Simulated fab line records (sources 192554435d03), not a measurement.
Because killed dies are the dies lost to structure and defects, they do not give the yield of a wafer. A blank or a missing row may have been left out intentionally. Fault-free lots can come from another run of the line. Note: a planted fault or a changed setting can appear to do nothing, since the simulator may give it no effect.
A sampling plan put to the test || flow n5Finfet || 31 faults told of in these records, all on one fab line, each judged by the records of the lots it struck
The line's own looks make up the plan; these are the steps of the route where a gauge or inspection reads the wafer and leaves it unchanged. Where struck wafers have a number at a look and the file lists that look's usual mean and standard deviation on fault-free wafers, the look can be judged. Caught: at a look after the fault's first step, the mean of the struck wafers lies 4 or more of those standard deviations (sigma) from the usual mean. On the tool: the test repeated on the tool's own readings taken at the fault's steps. Caught also covers a different recipe on the struck wafers, or a record left blank for those wafers only.

THE FAULTS, as the simulator had put them in
1. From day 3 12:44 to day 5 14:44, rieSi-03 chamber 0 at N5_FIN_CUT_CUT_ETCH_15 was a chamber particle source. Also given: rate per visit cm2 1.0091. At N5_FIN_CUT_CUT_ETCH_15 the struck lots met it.
2. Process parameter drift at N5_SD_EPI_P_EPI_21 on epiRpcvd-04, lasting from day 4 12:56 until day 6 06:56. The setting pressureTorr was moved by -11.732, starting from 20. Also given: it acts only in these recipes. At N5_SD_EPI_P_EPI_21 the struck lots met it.
3. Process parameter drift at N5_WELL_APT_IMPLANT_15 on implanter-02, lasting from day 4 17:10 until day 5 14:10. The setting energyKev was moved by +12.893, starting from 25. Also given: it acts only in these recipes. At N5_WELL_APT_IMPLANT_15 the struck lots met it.
4. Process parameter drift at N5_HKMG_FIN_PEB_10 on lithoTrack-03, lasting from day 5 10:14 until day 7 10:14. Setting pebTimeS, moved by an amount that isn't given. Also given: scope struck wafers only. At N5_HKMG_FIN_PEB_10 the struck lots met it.
5. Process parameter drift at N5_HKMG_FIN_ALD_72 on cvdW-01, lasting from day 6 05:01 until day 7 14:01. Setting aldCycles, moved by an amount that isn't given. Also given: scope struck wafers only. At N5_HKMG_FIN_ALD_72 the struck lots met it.
6. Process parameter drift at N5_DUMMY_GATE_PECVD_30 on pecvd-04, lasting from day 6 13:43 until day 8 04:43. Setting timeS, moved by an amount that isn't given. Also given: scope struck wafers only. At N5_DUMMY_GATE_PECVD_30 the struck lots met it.
7. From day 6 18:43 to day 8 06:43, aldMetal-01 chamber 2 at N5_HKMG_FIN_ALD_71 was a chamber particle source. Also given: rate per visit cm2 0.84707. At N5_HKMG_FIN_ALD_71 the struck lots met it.
8. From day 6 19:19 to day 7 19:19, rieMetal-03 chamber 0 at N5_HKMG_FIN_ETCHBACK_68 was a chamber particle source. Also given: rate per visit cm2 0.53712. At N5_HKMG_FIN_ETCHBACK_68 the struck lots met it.
9. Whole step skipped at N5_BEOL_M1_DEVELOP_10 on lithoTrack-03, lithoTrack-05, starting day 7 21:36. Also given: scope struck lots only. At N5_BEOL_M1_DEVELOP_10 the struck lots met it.
10. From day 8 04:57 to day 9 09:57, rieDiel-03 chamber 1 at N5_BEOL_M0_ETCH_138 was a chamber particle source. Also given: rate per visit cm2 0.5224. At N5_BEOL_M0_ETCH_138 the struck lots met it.
11. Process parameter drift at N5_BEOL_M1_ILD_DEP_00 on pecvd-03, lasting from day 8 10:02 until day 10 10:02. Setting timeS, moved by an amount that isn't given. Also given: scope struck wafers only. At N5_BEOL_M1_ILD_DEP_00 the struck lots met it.
12. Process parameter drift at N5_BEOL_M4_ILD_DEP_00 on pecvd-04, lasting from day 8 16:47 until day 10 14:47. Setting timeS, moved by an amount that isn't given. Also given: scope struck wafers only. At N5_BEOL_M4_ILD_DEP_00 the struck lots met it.
13. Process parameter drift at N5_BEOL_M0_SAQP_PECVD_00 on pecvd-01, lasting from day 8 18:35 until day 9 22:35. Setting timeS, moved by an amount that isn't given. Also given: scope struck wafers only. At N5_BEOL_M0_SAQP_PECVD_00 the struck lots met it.
14. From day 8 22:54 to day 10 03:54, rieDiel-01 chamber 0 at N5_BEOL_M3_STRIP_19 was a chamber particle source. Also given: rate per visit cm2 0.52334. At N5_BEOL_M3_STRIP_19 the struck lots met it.
15. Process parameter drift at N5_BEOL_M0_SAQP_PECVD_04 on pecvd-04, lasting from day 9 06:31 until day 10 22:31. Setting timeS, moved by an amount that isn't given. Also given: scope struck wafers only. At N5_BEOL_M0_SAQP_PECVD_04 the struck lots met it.
16. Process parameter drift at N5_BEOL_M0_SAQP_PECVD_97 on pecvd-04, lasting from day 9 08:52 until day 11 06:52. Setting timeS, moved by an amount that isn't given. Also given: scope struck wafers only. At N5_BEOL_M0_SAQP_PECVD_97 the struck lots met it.
17. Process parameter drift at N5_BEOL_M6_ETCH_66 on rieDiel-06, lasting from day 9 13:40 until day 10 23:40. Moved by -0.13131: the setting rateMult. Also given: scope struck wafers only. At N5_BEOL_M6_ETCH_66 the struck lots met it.
18. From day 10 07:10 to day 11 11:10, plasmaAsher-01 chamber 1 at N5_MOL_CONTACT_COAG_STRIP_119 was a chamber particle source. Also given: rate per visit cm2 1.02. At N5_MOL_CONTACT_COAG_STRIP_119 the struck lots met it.
19. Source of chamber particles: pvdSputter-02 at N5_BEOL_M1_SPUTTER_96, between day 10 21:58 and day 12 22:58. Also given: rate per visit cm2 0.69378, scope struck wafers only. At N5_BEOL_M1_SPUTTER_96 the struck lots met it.
20. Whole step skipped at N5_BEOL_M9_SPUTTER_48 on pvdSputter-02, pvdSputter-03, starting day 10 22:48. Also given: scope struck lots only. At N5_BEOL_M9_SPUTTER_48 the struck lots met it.
21. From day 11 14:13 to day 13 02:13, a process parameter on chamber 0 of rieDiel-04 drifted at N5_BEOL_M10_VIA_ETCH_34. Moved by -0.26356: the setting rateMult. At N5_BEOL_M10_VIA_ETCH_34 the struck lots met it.
22. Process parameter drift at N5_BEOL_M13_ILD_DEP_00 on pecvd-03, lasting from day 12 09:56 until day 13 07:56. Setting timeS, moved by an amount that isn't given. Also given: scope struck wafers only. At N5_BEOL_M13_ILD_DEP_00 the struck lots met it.
23. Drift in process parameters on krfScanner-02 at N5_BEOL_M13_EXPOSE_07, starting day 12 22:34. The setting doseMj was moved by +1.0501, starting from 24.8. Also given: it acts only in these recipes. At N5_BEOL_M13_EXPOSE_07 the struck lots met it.
24. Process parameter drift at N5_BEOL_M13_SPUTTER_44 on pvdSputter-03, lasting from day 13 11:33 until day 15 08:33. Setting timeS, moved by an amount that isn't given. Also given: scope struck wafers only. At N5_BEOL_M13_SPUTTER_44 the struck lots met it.
25. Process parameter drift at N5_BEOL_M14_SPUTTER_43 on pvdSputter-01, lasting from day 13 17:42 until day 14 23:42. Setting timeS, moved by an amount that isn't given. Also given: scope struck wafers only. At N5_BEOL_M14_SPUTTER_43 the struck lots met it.
26. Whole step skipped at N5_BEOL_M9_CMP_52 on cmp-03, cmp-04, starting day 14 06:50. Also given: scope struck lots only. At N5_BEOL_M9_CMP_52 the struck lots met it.
27. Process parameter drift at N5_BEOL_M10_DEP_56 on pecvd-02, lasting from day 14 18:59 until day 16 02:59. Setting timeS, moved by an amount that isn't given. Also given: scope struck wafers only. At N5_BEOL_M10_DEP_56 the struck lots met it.
28. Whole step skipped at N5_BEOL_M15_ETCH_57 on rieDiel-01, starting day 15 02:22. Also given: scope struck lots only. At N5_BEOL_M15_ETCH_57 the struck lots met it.
29. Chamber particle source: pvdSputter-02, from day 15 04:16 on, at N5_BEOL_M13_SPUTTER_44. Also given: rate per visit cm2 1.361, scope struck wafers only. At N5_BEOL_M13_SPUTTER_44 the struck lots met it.
30. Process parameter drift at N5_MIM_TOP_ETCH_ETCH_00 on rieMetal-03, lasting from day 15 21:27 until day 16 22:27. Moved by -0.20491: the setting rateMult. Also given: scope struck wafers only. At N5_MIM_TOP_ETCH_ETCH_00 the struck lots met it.
31. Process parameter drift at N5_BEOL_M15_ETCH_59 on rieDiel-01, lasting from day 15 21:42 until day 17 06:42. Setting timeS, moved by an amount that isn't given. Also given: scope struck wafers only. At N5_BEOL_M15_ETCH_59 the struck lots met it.

WHAT THE PLAN SAW
{"fault": 1, "on the tool itself": "under 2 sigma", "first look that catches it": "N5_FIN_CUT_INSPECT_17", "reading, sigma": "rawDefectCount +9.9", "median hours from its first step to that look": 0.4, "hours from the fault's start to the first struck lot there": 3, "judged looks passed uncaught": 0}
{"fault": 2, "on the tool itself": "chamberPressureTorr -99 or beyond sigma", "first look that catches it": "N5_SD_EPI_P_EPI_MEAS_23", "reading, sigma": "thkNm -13", "median hours from its first step to that look": 1.3, "hours from the fault's start to the first struck lot there": 14, "judged looks passed uncaught": 0}
{"fault": 3, "on the tool itself": "beamEnergyKeV +99 or beyond sigma", "first look that catches it": "not the one look that can be judged after it", "reading, sigma": "strongest: CJ_P at N5_BEOL_M4_RC_MEAS_101, -2.8", "median hours from its first step to that look": "-", "hours from the fault's start to the first struck lot there": "-", "judged looks passed uncaught": 1}
{"fault": 4, "on the tool itself": "no reading that can be judged", "first look that catches it": "N5_HKMG_FIN_CD_MEAS_12", "reading, sigma": "cdNm -70", "median hours from its first step to that look": 0.1, "hours from the fault's start to the first struck lot there": 3, "judged looks passed uncaught": 0}
{"fault": 5, "on the tool itself": "under 2 sigma", "first look that catches it": "not the one look that can be judged after it", "reading, sigma": "-", "median hours from its first step to that look": "-", "hours from the fault's start to the first struck lot there": "-", "judged looks passed uncaught": 1}
{"fault": 6, "on the tool itself": "no reading that can be judged", "first look that catches it": "not the one look that can be judged after it", "reading, sigma": "-", "median hours from its first step to that look": "-", "hours from the fault's start to the first struck lot there": "-", "judged looks passed uncaught": 1}
{"fault": 7, "on the tool itself": "under 2 sigma", "first look that catches it": "not the one look that can be judged after it", "reading, sigma": "-", "median hours from its first step to that look": "-", "hours from the fault's start to the first struck lot there": "-", "judged looks passed uncaught": 1}
{"fault": 8, "on the tool itself": "under 2 sigma", "first look that catches it": "no look after it can be judged", "reading, sigma": "-", "median hours from its first step to that look": "-", "hours from the fault's start to the first struck lot there": "-", "judged looks passed uncaught": 0}
{"fault": 9, "on the tool itself": "no reading that can be judged", "first look that catches it": "no look after it can be judged", "reading, sigma": "-", "median hours from its first step to that look": "-", "hours from the fault's start to the first struck lot there": "-", "judged looks passed uncaught": 0}
{"fault": 10, "on the tool itself": "only faintly: etchRfOnTimeS +2.0 sigma", "first look that catches it": "not the one look that can be judged after it", "reading, sigma": "-", "median hours from its first step to that look": "-", "hours from the fault's start to the first struck lot there": "-", "judged looks passed uncaught": 1}
{"fault": 11, "on the tool itself": "under 2 sigma", "first look that catches it": "N5_BEOL_M1_THK_MEAS_01", "reading, sigma": "M1_ILD_THK +39", "median hours from its first step to that look": 0.1, "hours from the fault's start to the first struck lot there": 12, "judged looks passed uncaught": 0}
{"fault": 12, "on the tool itself": "under 2 sigma", "first look that catches it": "N5_BEOL_M4_THK_MEAS_01", "reading, sigma": "M4_ILD_THK -5.4", "median hours from its first step to that look": 0.1, "hours from the fault's start to the first struck lot there": 0, "judged looks passed uncaught": 0}
{"fault": 13, "on the tool itself": "under 2 sigma", "first look that catches it": "no look after it can be judged", "reading, sigma": "-", "median hours from its first step to that look": "-", "hours from the fault's start to the first struck lot there": "-", "judged looks passed uncaught": 0}
{"fault": 14, "on the tool itself": "under 2 sigma", "first look that catches it": "N5_BEOL_M3_INSPECT_30", "reading, sigma": "rawDefectCount +4.2", "median hours from its first step to that look": 0.5, "hours from the fault's start to the first struck lot there": 18, "judged looks passed uncaught": 0}
{"fault": 15, "on the tool itself": "under 2 sigma", "first look that catches it": "N5_BEOL_M0_SAQP_THK_MEAS_05", "reading, sigma": "thkNm -17", "median hours from its first step to that look": 0.1, "hours from the fault's start to the first struck lot there": 1, "judged looks passed uncaught": 0}
{"fault": 16, "on the tool itself": "under 2 sigma", "first look that catches it": "no look after it can be judged", "reading, sigma": "-", "median hours from its first step to that look": "-", "hours from the fault's start to the first struck lot there": "-", "judged looks passed uncaught": 0}
{"fault": 17, "on the tool itself": "under 2 sigma", "first look that catches it": "no look after it can be judged", "reading, sigma": "-", "median hours from its first step to that look": "-", "hours from the fault's start to the first struck lot there": "-", "judged looks passed uncaught": 0}
{"fault": 18, "on the tool itself": "under 2 sigma", "first look that catches it": "N5_MOL_CONTACT_COAG_INSPECT_42", "reading, sigma": "rawDefectCount +11", "median hours from its first step to that look": 0.7, "hours from the fault's start to the first struck lot there": 5, "judged looks passed uncaught": 0}
{"fault": 19, "on the tool itself": "under 2 sigma", "first look that catches it": "not the one look that can be judged after it", "reading, sigma": "-", "median hours from its first step to that look": "-", "hours from the fault's start to the first struck lot there": "-", "judged looks passed uncaught": 1}
{"fault": 20, "on the tool itself": "the tool's record is blank for the struck wafers", "first look that catches it": "no look after it can be judged", "reading, sigma": "-", "median hours from its first step to that look": "-", "hours from the fault's start to the first struck lot there": "-", "judged looks passed uncaught": 0}
{"fault": 21, "on the tool itself": "only faintly: oesProductAu -2.4 sigma", "first look that catches it": "no look after it can be judged", "reading, sigma": "-", "median hours from its first step to that look": "-", "hours from the fault's start to the first struck lot there": "-", "judged looks passed uncaught": 0}
{"fault": 22, "on the tool itself": "runLengthS -99 or beyond sigma", "first look that catches it": "N5_BEOL_M13_THK_MEAS_01", "reading, sigma": "M13_ILD_THK -40", "median hours from its first step to that look": 0.2, "hours from the fault's start to the first struck lot there": 7, "judged looks passed uncaught": 0}
{"fault": 23, "on the tool itself": "exposureDoseMJCm2 +6.9 sigma", "first look that catches it": "none of the 2 looks that can be judged after it", "reading, sigma": "strongest: cdNm at N5_BEOL_M13_CD_MEAS_10, +2.8", "median hours from its first step to that look": "-", "hours from the fault's start to the first struck lot there": "-", "judged looks passed uncaught": 2}
{"fault": 24, "on the tool itself": "under 2 sigma", "first look that catches it": "no look after it can be judged", "reading, sigma": "-", "median hours from its first step to that look": "-", "hours from the fault's start to the first struck lot there": "-", "judged looks passed uncaught": 0}
{"fault": 25, "on the tool itself": "under 2 sigma", "first look that catches it": "no look after it can be judged", "reading, sigma": "-", "median hours from its first step to that look": "-", "hours from the fault's start to the first struck lot there": "-", "judged looks passed uncaught": 0}
{"fault": 26, "on the tool itself": "the tool's record is blank for the struck wafers", "first look that catches it": "N5_BEOL_M9_THK_MEAS_53", "reading, sigma": "M9_THK +45", "median hours from its first step to that look": 0.3, "hours from the fault's start to the first struck lot there": 4, "judged looks passed uncaught": 0}
{"fault": 27, "on the tool itself": "under 2 sigma", "first look that catches it": "not the one look that can be judged after it", "reading, sigma": "-", "median hours from its first step to that look": "-", "hours from the fault's start to the first struck lot there": "-", "judged looks passed uncaught": 1}
{"fault": 28, "on the tool itself": "the tool's record is blank for the struck wafers", "first look that catches it": "no look after it can be judged", "reading, sigma": "-", "median hours from its first step to that look": "-", "hours from the fault's start to the first struck lot there": "-", "judged looks passed uncaught": 0}
{"fault": 29, "on the tool itself": "under 2 sigma", "first look that catches it": "not the one look that can be judged after it", "reading, sigma": "-", "median hours from its first step to that look": "-", "hours from the fault's start to the first struck lot there": "-", "judged looks passed uncaught": 1}
{"fault": 30, "on the tool itself": "under 2 sigma", "first look that catches it": "no look after it can be judged", "reading, sigma": "-", "median hours from its first step to that look": "-", "hours from the fault's start to the first struck lot there": "-", "judged looks passed uncaught": 0}
{"fault": 31, "on the tool itself": "runLengthS +20 sigma", "first look that catches it": "no look after it can be judged", "reading, sigma": "-", "median hours from its first step to that look": "-", "hours from the fault's start to the first struck lot there": "-", "judged looks passed uncaught": 0}
A dash: this means the fault isn't caught or the number doesn't appear in these records.

Caught at a look: 10 of 31. Caught on the tool: 8 of 31. By one or the other: 15 of 31.
Faults 3, 20, 23, 28, 31 were caught on the tool alone.
Caught at a look alone: faults 1, 4, 11, 12, 14, 15, 18.
Caught by neither: faults 5, 6, 7, 8, 9, 10, 13, 16, 17, 19, 21, 24, 25, 27, 29, 30.

THINNER SAMPLING
If the look that catches a fault measured only every second or every third lot, by lot number, the first struck lot would be measured this late in the worst case:
{"fault": 1, "struck lots at that look, in order of time": "L518", "every lot": "3 h", "every second lot": "may miss it", "every third lot": "may miss it"}
{"fault": 2, "struck lots at that look, in order of time": "L389, L390", "every lot": "14 h", "every second lot": "25 h", "every third lot": "may miss all 2"}
{"fault": 4, "struck lots at that look, in order of time": "L927, L932, L933", "every lot": "3 h", "every second lot": "38 h", "every third lot": "may miss all 3"}
{"fault": 11, "struck lots at that look, in order of time": "L463, L464", "every lot": "12 h", "every second lot": "17 h", "every third lot": "may miss all 2"}
{"fault": 12, "struck lots at that look, in order of time": "L433, L437, L440", "every lot": "0 h", "every second lot": "43 h", "every third lot": "may miss all 3"}
{"fault": 14, "struck lots at that look, in order of time": "L763, L764", "every lot": "18 h", "every second lot": "18 h", "every third lot": "may miss all 2"}
{"fault": 15, "struck lots at that look, in order of time": "L469, L470", "every lot": "1 h", "every second lot": "4 h", "every third lot": "may miss all 2"}
{"fault": 18, "struck lots at that look, in order of time": "L200, L201", "every lot": "5 h", "every second lot": "10 h", "every third lot": "may miss all 2"}
{"fault": 22, "struck lots at that look, in order of time": "L155, L154", "every lot": "7 h", "every second lot": "17 h", "every third lot": "may miss all 2"}
{"fault": 26, "struck lots at that look, in order of time": "L106, L107", "every lot": "4 h", "every second lot": "5 h", "every third lot": "may miss all 2"}
The hour figures run from when the fault began to the first measured lot among those it struck. The limit of 4 sigma was tested on all struck wafers together, so one lot alone may lie under it. Other struck lots may not be in these records.

THE LONGEST TIMED WAY FROM STEP TO LOOK
In fault 2, a median of 1.3 hours elapses between N5_SD_EPI_P_EPI_21 and N5_SD_EPI_P_EPI_MEAS_23. No look between them can be judged.
